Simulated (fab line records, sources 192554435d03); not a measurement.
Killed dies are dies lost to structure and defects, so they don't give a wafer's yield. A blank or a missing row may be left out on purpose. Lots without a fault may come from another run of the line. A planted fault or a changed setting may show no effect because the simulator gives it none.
fab line records | flow n5_finfet
record lots=10 wafers=30 last_day=18
route steps=1938 shown BEOL_M13@1699 BEOL_M14@1716 PASSIVATION@1936
lots that met no fault: from a run of the same line without faults
start_h: hours from the record's first day to the start of the lot's first wafer shown | wait_h: hours since the lot's step before | " the same as in the row above | L1.1+2: a row that stands for several wafers | - no value, or no start given | * or withheld: withheld | < > ~ a bound
route shown NAME@n: a module of which the file shows steps, and the number in the route of the first | usual: mean/standard deviation of fault-free wafers | same: alike in all rows | chamber/n: place in a boat | sites: the reading at each site | _std_site: their standard deviation | _edge_site: outer sites' mean less inner sites' | radius_mm: how far each site lies from the wafer's centre | mask NAME#n: copy n | behind: the tool/chamber that last shaped the wafer | hold: why the lot was held/for how many hours/how that ended | device: the transistor (n, p or np) that didn't switch | end of line: the same wafers' tests at the end of the route | a step without rows: its recipe alone | killed: dies lost to structure and defects at the first sort, not the wafer's yield | map: a wafer's dies, x killed, . not, _ none there
set.NAME: the setting as run; set.NAME@STEP: as run at that earlier step | model.NAME: the simulator's own value behind a step, which no gauge read
steps of the route over a sample of lots; a table a step, a row a wafer
services: from which hour (start_h, from the record's first day; less than 0 if before it) a tool's chamber was out of use, for how many hours, and why
## steps
# step N5_BEOL_M13_STRIP_37
# recipe chemistry=N2/H2 power_w=1000 temp_c=250 h2_frac=0.65 overash_fraction=0.3 pressure_mtorr=withheld n2_flow_sccm=1750 h2_flow_sccm=3250
# usual drypump_motor_current_A=5.8/0.37 heater_power_w=345/12 oes_product_au=0.783/0.011
# columns lot.wafer tool chamber start_h wait_h drypump_motor_current_A heater_power_w oes_product_au rf_hours_counter_h
L282.2 plasma_asher-02 1 244.27 0.0 6.2 338 0.800 129
L282.3 " 0 " " 5.6 362 0.782 -
L282.4 " 1 " " 6.2 328 0.780 -
L285.1 plasma_asher-02 0 257.26 0.0 5.6 355 0.777 133
L285.4 " 1 " " 6.2 330 0.777 -
L285.6 " 1 " " 6.2 337 0.772 -
L286.3 plasma_asher-01 0 260.27 0.1 5.2 337 0.770 -
L286.5 " 1 " " 5.9 342 0.777 -
L286.6 " 0 " " 5.2 334 0.784 -
L290.4 plasma_asher-02 0 286.64 0.1 5.7 352 0.776 -
L290.5 " 0 " " 5.7 352 0.789 -
L290.6 " 1 " " 6.2 334 0.782 -
L289.2 plasma_asher-02 0 291.74 0.0 5.6 356 0.787 137
L289.4 " 0 " " 5.7 355 0.777 -
L289.5 " 0 " " 5.6 355 0.763 -
L288.1 plasma_asher-02 1 296.25 0.0 6.2 342 0.777 138
L288.2 " 0 " " 5.6 350 0.806 138
L288.4 " 1 " " 6.2 338 0.770 -
L291.1 plasma_asher-02 1 296.69 0.0 6.2 331 0.771 138
L291.2 " 0 " " 5.7 357 0.784 138
L291.6 " 0 " " 5.6 359 0.781 -
L302.1 plasma_asher-02 0 354.95 0.1 5.7 364 0.780 151
L302.2 " 1 " " 6.2 335 0.784 151
L302.4 " 0 " " 5.6 361 0.785 -
L304.3 plasma_asher-01 1 384.70 0.1 5.9 351 0.768 -
L304.5 " 0 " " 5.2 336 0.777 -
L304.6 " 1 " " 5.9 351 0.768 -
L305.1 plasma_asher-02 1 386.07 0.0 6.2 331 0.791 156
L305.4 " 0 " " 5.6 351 0.781 -
L305.5 " 0 " " 5.6 359 0.801 -
# step N5_BEOL_M13_SPUTTER_44
# recipe material=Ta target_thk_a=100 temp_c=50 bias_v=80 power_w=15000 chamber_pressure_pa=0.07 time_s=16.13
# usual bias_v=80.1/0.77 cathode_dc_power_W=15000/2.8 throttle_valve_pct=29.6/1.1
# columns lot.wafer tool chamber start_h wait_h bias_v cathode_dc_power_W throttle_valve_pct
L282.2 pvd_sputter-01 - 245.74 0.0 80.1 14998 28.8
L282.3 " - " " 80.6 14999 27.8
L282.4 " - " " 80.7 15004 27.8
L285.1 pvd_sputter-01 - 258.53 0.0 81.5 14999 27.9
L285.4 " - " " 80.3 14997 29.3
L285.6 " - " " 81.1 14997 27.7
L286.3 pvd_sputter-01 - 263.19 0.0 79.5 14998 27.8
L286.5 " - " " 79.9 15005 29.1
L286.6 " - " " 80.1 14999 30.6
L290.4 pvd_sputter-03 - 287.19 0.0 79.9 15000 28.7
L290.5 " - " " 79.7 14999 31.1
L290.6 " - " " 79.5 15000 29.1
L289.2 pvd_sputter-02 - 292.40 0.0 80.3 15000 30.2
L289.4 " - " " 79.9 15006 29.3
L289.5 " - " " 80.8 15000 30.1
L288.1 pvd_sputter-02 - 297.39 0.0 81.2 15000 30.4
L288.2 " - " " 81.3 15003 30.1
L288.4 " - " " 79.1 15000 31.3
L291.1 pvd_sputter-02 - 300.79 0.0 78.7 15002 30.0
L291.2 " - " " 80.7 14999 31.1
L291.6 " - " " 80.1 15002 29.0
L302.1 pvd_sputter-01 - 356.38 0.0 80.8 15001 30.7
L302.2 " - " " 80.1 15002 27.8
L302.4 " - " " 81.2 15005 28.6
L304.3 pvd_sputter-03 - 386.83 0.0 79.8 15004 31.1
L304.5 " - " " 79.2 15000 28.8
L304.6 " - " " 78.8 15001 30.8
L305.1 pvd_sputter-02 - 387.06 0.0 80.4 15000 31.0
L305.4 " - " " 79.7 15003 30.1
L305.5 " - " " 81.2 14998 31.0
# step N5_BEOL_M13_CMP_49
# recipe stop_on=SiOC t_overpolish_s=17.1 down_force_psi=1 platen_rpm=50 clearing_platen_down_force_psi=1.5 clearing_platen_rpm=50 post_cmp_clean=cu_alkaline target_thk_nm=420 clearing_platen_pad_velocity_m_s=0.99484 pad_velocity_m_s=0.99484
# usual barrier_field_endpoint_s=30.1/0.69 clearing_platen_rpm=50.000/0.025 motor_current_A=6.0/0.74 overpolish_run_s=17.099/0.0092
# columns lot.wafer tool chamber start_h wait_h barrier_field_endpoint_s clearing_platen_rpm motor_current_A overpolish_run_s
L282.2 cmp-03 2 246.39 0.2 28.8 49.993 7.2 17.092
L282.3 " 3 " " 30.7 50.022 4.4 17.098
L282.4 " 0 " " 30.0 50.051 6.5 17.108
L285.1 cmp-03 2 260.47 1.3 29.3 50.031 6.8 17.089
L285.4 " 1 " " 31.5 49.957 5.6 17.091
L285.6 " 3 " " 30.0 50.045 4.7 17.103
L286.3 cmp-03 0 263.96 0.3 29.7 50.038 6.4 17.109
L286.5 " 1 " " 30.6 50.013 5.4 17.107
L286.6 " 2 " " 29.0 50.003 7.3 17.106
L290.4 cmp-04 1 287.85 0.1 31.1 50.013 5.4 17.110
L290.6 " 1 " " 30.6 49.970 5.3 17.108
L290.5 " 2 " " 30.6 49.989 6.0 17.100
L289.4 cmp-04 3 293.10 0.2 30.1 49.989 5.8 17.108
L289.2 " 1 " " 30.4 49.997 5.3 17.111
L289.5 " 3 " " 30.0 50.033 5.9 17.086
L288.4 cmp-04 3 298.05 0.1 29.0 49.970 5.4 17.093
L288.2 " 0 " " 30.0 50.053 6.5 17.098
L288.1 " 1 " " 30.3 49.985 5.6 17.104
L291.2 cmp-01 3 302.06 0.2 30.8 49.993 6.5 17.118
L291.1 " 1 " " 30.0 50.000 5.9 17.101
L291.6 " 2 " " 29.4 50.019 6.7 17.100
L302.1 cmp-01 0 357.11 0.3 29.4 50.020 5.5 17.089
L302.4 " 1 " " 29.5 50.005 5.6 17.113
L302.2 " 2 " " 29.8 50.034 6.5 17.086
L304.3 cmp-01 0 387.72 0.2 29.0 50.015 5.4 17.092
L304.5 " 2 " " 29.7 49.983 6.6 17.099
L304.6 " 3 " " 29.8 49.989 6.6 17.088
L305.1 cmp-01 3 388.85 0.3 29.5 49.992 6.2 17.096
L305.4 " 1 " " 29.0 49.962 6.0 17.088
L305.5 " 2 " " 29.0 50.014 6.6 17.113
# step N5_BEOL_M13_INSPECT_55
# recipe inspect_instrument=darkfield mode=post_dep
# usual raw_defect_count=69/23
# columns lot.wafer tool chamber start_h wait_h raw_defect_count
L282.2 defect_inspect-01 - 246.84 0.0 62
L282.3 " - " " 76
L282.4 " - " " 80
L285.1 defect_inspect-02 - 260.92 0.0 76
L285.4 " - " " 53
L285.6 " - " " 46
L286.3 defect_inspect-01 - 264.30 0.0 51
L286.5 " - " " 36
L286.6 " - " " 51
L290.4 defect_inspect-02 - 288.30 0.0 85
L290.5 " - " " 69
L290.6 " - " " 36
L289.2 defect_inspect-01 - 293.54 0.0 53
L289.4 " - " " 64
L289.5 " - " " 62
L288.1 defect_inspect-01 - 298.50 0.0 59
L288.2 " - " " 729
L288.4 " - " " 147
L291.1 defect_inspect-01 - 302.47 0.0 120
L291.2 " - " " 65
L291.6 " - " " 94
L302.1 defect_inspect-02 - 357.55 0.0 89
L302.2 " - " " 60
L302.4 " - " " 50
L304.3 defect_inspect-02 - 388.09 0.0 48
L304.5 " - " " 57
L304.6 " - " " 51
L305.1 defect_inspect-01 - 389.26 0.0 62
L305.4 " - " " 55
L305.5 " - " " 58
# step N5_BEOL_M14_ILD_DEP_00
# recipe material=SiO2 target_thk_a=11193 temp_c=400 precursor=TEOS/O2 pressure_torr=6.5 rf_w=900 teos_flow_sccm=161.4 gas=O2 flow_sccm=2650 time_s=237.4
# usual heater_power_w=560/140 showerhead_plenum_p_Torr=8.35/0.031 throttle_valve_pct=18.7/0.66
# columns lot.wafer tool chamber start_h wait_h heater_power_w showerhead_plenum_p_Torr throttle_valve_pct
L282.2 pecvd-01 2 246.88 0.0 469 8.35 18.1
L282.3 " 0 " " 384 8.39 18.6
L282.4 " 0 " " 438 8.38 18.5
L285.1 pecvd-04 0 260.96 0.0 426 8.37 18.4
L285.4 " 2 " " 593 8.36 18.7
L285.6 " 0 " " 479 8.37 18.2
L286.3 pecvd-02 0 264.33 0.0 732 8.36 19.1
L286.5 " 1 " " 904 8.34 17.6
L286.6 " 2 " " 578 8.39 19.2
L290.4 pecvd-02 2 288.42 0.1 575 8.39 19.3
L290.5 " 0 " " 834 8.33 19.2
L290.6 " 1 " " 883 8.33 17.6
L289.2 pecvd-01 1 293.58 0.0 574 8.34 19.9
L289.4 " 0 " " 472 8.38 18.1
L289.5 " 1 " " 637 8.34 19.7
L288.1 pecvd-01 2 298.53 0.0 419 8.33 18.4
L288.2 " 1 " " 680 8.32 19.5
L288.4 " 0 " " 347 8.38 18.3
L291.1 pecvd-02 0 302.51 0.0 799 8.33 19.3
L291.2 " 2 " " 501 8.38 19.2
L291.6 " 0 " " 642 8.34 19.7
L302.1 pecvd-01 1 357.59 0.0 667 8.34 19.7
L302.2 " 0 " " 495 8.39 18.3
L302.4 " 1 " " 536 8.32 19.7
L304.3 pecvd-04 2 388.13 0.0 557 8.30 19.0
L304.5 " 2 " " 604 8.34 18.9
L304.6 " 0 " " 374 8.38 18.3
L305.1 pecvd-01 0 389.30 0.0 444 8.39 18.4
L305.4 " 2 " " 447 8.32 18.1
L305.5 " 1 " " 666 8.33 19.9
# step N5_PASSIVATION_PROBE_49
# usual defect_limited_yield=91.0/1.5 killed_at_M0_to_M3=34/9.1 killed_at_M4_up=14/5.7 killed_at_contacts=13/5.7 killed_at_front_end=42/12 killed_at_other=4/3.4 killed_dies=106/17 killed_on_rim=14/4.3 killed_open=70/13 killed_short=34/7.5 sort_bin_5_function=5.2/0.94 sort_bin_6_memory=3.4/0.69 sort_bin_8_speed=0.00/0.029 sort_n_pass=1074/17 sort_yield_pct=91.0/1.5
# same gross_dies=1180 killed_at_back_side=0 sort_bin_4_leakage[%]=0
# columns lot.wafer tool chamber start_h wait_h defect_limited_yield[%] killed_at_M0_to_M3 killed_at_M4_up killed_at_contacts killed_at_front_end killed_at_other killed_dies killed_on_rim killed_open killed_short sort_bin_5_function[%] sort_bin_6_memory[%] sort_bin_8_speed[%] sort_n_pass sort_yield_pct[%]
L290.4 prober-02 - 314.52 0.2 91.3 27 9 16 45 6 103 15 66 37 5.3 3.1 0 1077 91.3
L290.6 prober-02 - 314.62 0.3 90.8 37 17 19 31 5 109 11 71 38 4.7 4.4 0 1071 90.8
L289.2 prober-01 - 320.40 0.1 90.2 29 16 8 57 6 116 18 83 30 6.0 3.6 0 1064 90.2
L289.4 prober-01 - 320.50 0.2 89.2 40 17 20 49 2 128 13 88 39 7.2 3.4 0 1052 89.2
L289.5 prober-01 - 320.55 0.2 90.3 44 9 16 40 6 115 16 69 44 5.3 3.9 0 1065 90.3
L288.1 prober-01 - 322.89 0.0 91.4 31 19 5 39 7 101 12 71 28 5.1 3.2 0 1079 91.4
L288.2 prober-01 - 322.94 0.1 55.4 16 465 7 35 3 526 65 41 26 27.5 13.5 0 654 55.4
L288.4 prober-01 - 323.04 0.2 91.8 31 6 11 46 3 97 18 59 36 5.1 2.7 0 1083 91.8
L291.1 prober-02 - 325.77 0.0 87.9 61 8 12 59 3 143 17 98 45 7.1 4.4 0 1037 87.9
L291.2 prober-02 - 325.82 0.1 89.2 50 9 8 60 0 127 18 88 39 6.2 4.3 0 1053 89.2
L291.6 prober-02 - 326.02 0.3 89.3 52 7 5 60 2 126 14 89 34 6.4 3.5 0 1054 89.3
L302.1 prober-02 - 383.98 0.0 91.1 33 11 21 38 2 105 17 72 32 5.7 2.9 0 1075 91.1
L302.2 prober-02 - 384.03 0.1 90.2 41 6 8 59 2 116 19 72 37 5.3 3.5 0 1064 90.2
L302.4 prober-02 - 384.13 0.2 89.3 63 10 13 30 10 126 15 81 43 7.0 3.3 0 1054 89.3
# killed by level:class
L290.4 MOL_CONTACT_COAG:geometric_particle:open=14 STI_FIN_REVEAL:geometric_particle:open=8 GATE_CUT:geometric_particle:short=7 BEOL_M0_SAQP:geometric_particle:short=7 BEOL_M3:geometric_particle:open=7 FIN_SAQP:geometric_particle:open=6 BEOL_M4:geometric_particle:open=6 FIN_SAQP:geometric_particle:short=5
L290.6 MOL_CONTACT_COAG:geometric_particle:open=15 BEOL_M4:geometric_particle:open=13 FIN_SAQP:geometric_particle:short=9 BEOL_M0_SAQP:geometric_particle:open=8 BEOL_M0_SAQP:geometric_particle:short=8 BEOL_M3:geometric_particle:open=8 FIN_SAQP:geometric_particle:open=6 BEOL_M1:geometric_particle:open=6
L289.2 STI_FIN_REVEAL:geometric_particle:open=20 FIN_SAQP:geometric_particle:open=14 FIN_SAQP:geometric_particle:short=6 MOL_CONTACT_COAG:geometric_particle:open=6 BEOL_M3:geometric_particle:open=6 BEOL_M0_SAQP:geometric_particle:open=5 BEOL_M1:geometric_particle:open=5 BEOL_M4:geometric_particle:open=5
L289.4 MOL_CONTACT_COAG:geometric_particle:open=16 FIN_SAQP:geometric_particle:open=14 FIN_SAQP:geometric_particle:short=10 BEOL_M3:geometric_particle:open=10 BEOL_M4:geometric_particle:open=10 BEOL_M0_SAQP:geometric_particle:open=9 BEOL_M0_SAQP:geometric_particle:short=7 STI_FIN_REVEAL:geometric_particle:open=6
L289.5 MOL_CONTACT_COAG:geometric_particle:open=16 FIN_SAQP:geometric_particle:open=13 BEOL_M1:geometric_particle:open=12 BEOL_M0_SAQP:geometric_particle:short=11 BEOL_M3:geometric_particle:open=9 FIN_SAQP:geometric_particle:short=8 ILD0:geometric_particle:short=5 MIM_TOP:geometric_particle:short=4
L288.1 STI_FIN_REVEAL:geometric_particle:open=10 BEOL_M2:geometric_particle:open=10 BEOL_M4:geometric_particle:open=8 GATE_CUT:geometric_particle:short=7 GATE_CUT:geometric_particle:open=6 BEOL_M0_SAQP:geometric_particle:short=6 DUMMY_GATE:geometric_particle:open=5 MOL_CONTACT_COAG:geometric_particle:open=5
L288.2 BEOL_M13:unspecified=458 DUMMY_GATE:geometric_particle:open=6 BEOL_M2:geometric_particle:open=6 FIN_SAQP:geometric_particle:short=5 FIN_SAQP:geometric_particle:open=5 GATE_CUT:geometric_particle:short=5 MOL_CONTACT_COAG:geometric_particle:open=5 BEOL_M1:geometric_particle:open=4
L288.4 FIN_SAQP:geometric_particle:open=14 GATE_CUT:geometric_particle:short=8 BEOL_M2:geometric_particle:open=8 MOL_CONTACT_COAG:geometric_particle:open=7 BEOL_M3:geometric_particle:open=7 STI_FIN_REVEAL:geometric_particle:open=6 BEOL_M0_SAQP:geometric_particle:open=6 FIN_SAQP:geometric_particle:short=5
L291.1 BEOL_M3:geometric_particle:open=23 BEOL_M2:geometric_particle:open=18 FIN_SAQP:geometric_particle:open=14 MOL_CONTACT_COAG:geometric_particle:open=10 FIN_SAQP:geometric_particle:short=9 STI_FIN_REVEAL:geometric_particle:open=8 BEOL_M3:geometric_particle:short=7 ILD0:geometric_particle:open=6
L291.2 STI_FIN_REVEAL:geometric_particle:open=21 BEOL_M3:geometric_particle:open=17 BEOL_M2:geometric_particle:open=9 STI_FIN_REVEAL:geometric_particle:short=8 BEOL_M0_SAQP:geometric_particle:short=8 MOL_CONTACT_COAG:geometric_particle:open=7 FIN_SAQP:geometric_particle:open=6 FIN_SAQP:geometric_particle:short=5
L291.6 BEOL_M3:geometric_particle:open=21 STI_FIN_REVEAL:geometric_particle:open=16 FIN_SAQP:geometric_particle:open=15 BEOL_M0_SAQP:geometric_particle:open=14 FIN_SAQP:geometric_particle:short=9 BEOL_M0_SAQP:geometric_particle:short=8 BEOL_M4:geometric_particle:open=6 DUMMY_GATE:geometric_particle:open=5
L302.1 MOL_CONTACT_COAG:geometric_particle:open=15 STI_FIN_REVEAL:geometric_particle:open=11 BEOL_M0_SAQP:geometric_particle:open=11 BEOL_M0_SAQP:geometric_particle:short=10 BEOL_M2:geometric_particle:open=7 DUMMY_GATE:geometric_particle:open=6 MOL_CONTACT_COAG:geometric_particle:short=6 STARTING-WAFER:geometric_particle:open=4
L302.2 FIN_SAQP:geometric_particle:open=11 BEOL_M0_SAQP:geometric_particle:short=10 STI_FIN_REVEAL:geometric_particle:open=8 BEOL_M2:geometric_particle:open=8 BEOL_M0_SAQP:geometric_particle:open=7 BEOL_M1:geometric_particle:open=7 HKMG_FIN:area_etch=7 FIN_SAQP:geometric_particle:short=6
L302.4 BEOL_M0_SAQP:geometric_particle:open=14 BEOL_M0_SAQP:geometric_particle:short=13 MOL_CONTACT_COAG:geometric_particle:open=12 BEOL_M3:geometric_particle:open=12 BEOL_M2:geometric_particle:open=10 BEOL_M4:geometric_particle:open=7 STI_FIN_REVEAL:geometric_particle:open=7 PASS1_CAP:geometric_particle:short=6
## services
# columns tool chamber start_h hours kind
pecvd-04 1 220.31 5.5 scheduled_down
cmp-04 - 241.20 14.3 repair
cmp-01 - 255.04 5.6 pm
cmp-04 - 255.52 7.6 pm
cmp-01 - 262.95 15.5 pm
plasma_asher-02 - 268.25 7.5 repair
pecvd-01 2 269.11 12.2 repair
cmp-03 - 298.82 4.0 pm
pecvd-01 2 300.55 5.5 scheduled_down
cmp-03 - 302.82 - consumable_replace:conditioner
cmp-03 - 302.82 - consumable_replace:pad
cmp-01 - 312.11 2.6 repair
pecvd-01 2 327.12 5.4 repair
cmp-01 - 339.85 10.6 repair
pvd_sputter-03 - 341.47 6.6 repair
cmp-03 - 341.90 4.8 pm
cmp-03 - 353.14 18.4 pm
pecvd-02 0 366.57 5.5 scheduled_down
pvd_sputter-01 - 369.52 4.6 repair
pecvd-04 0 373.37 4.0 repair
pecvd-04 1 375.24 3.6 repair
pecvd-01 - 379.79 2.8 pm
## key
first_sign step=N5_BEOL_M13_INSPECT_55 reading=raw_defect_count direction=up sigmas=29 usual=69 struck=729
effect step=N5_PASSIVATION_PROBE_49 reading=killed_at_M4_up direction=up sigmas=79 usual=14 struck=465
more_kills_born_at N5_BEOL_M13_CMP_49@cmp-04=458
met_at N5_BEOL_M13_CMP_49
struck_lots L288
struck_wafers L288.2
not_acting_at N5_BEOL_M13_STRIP_37,N5_BEOL_M13_SPUTTER_44,N5_BEOL_M14_ILD_DEP_00
fault kind=chamber_particle_source tool=cmp-04 chamber=0 onset_h=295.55 steps=N5_BEOL_M13_CMP_49 rate_per_visit_cm2=1 end_h=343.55
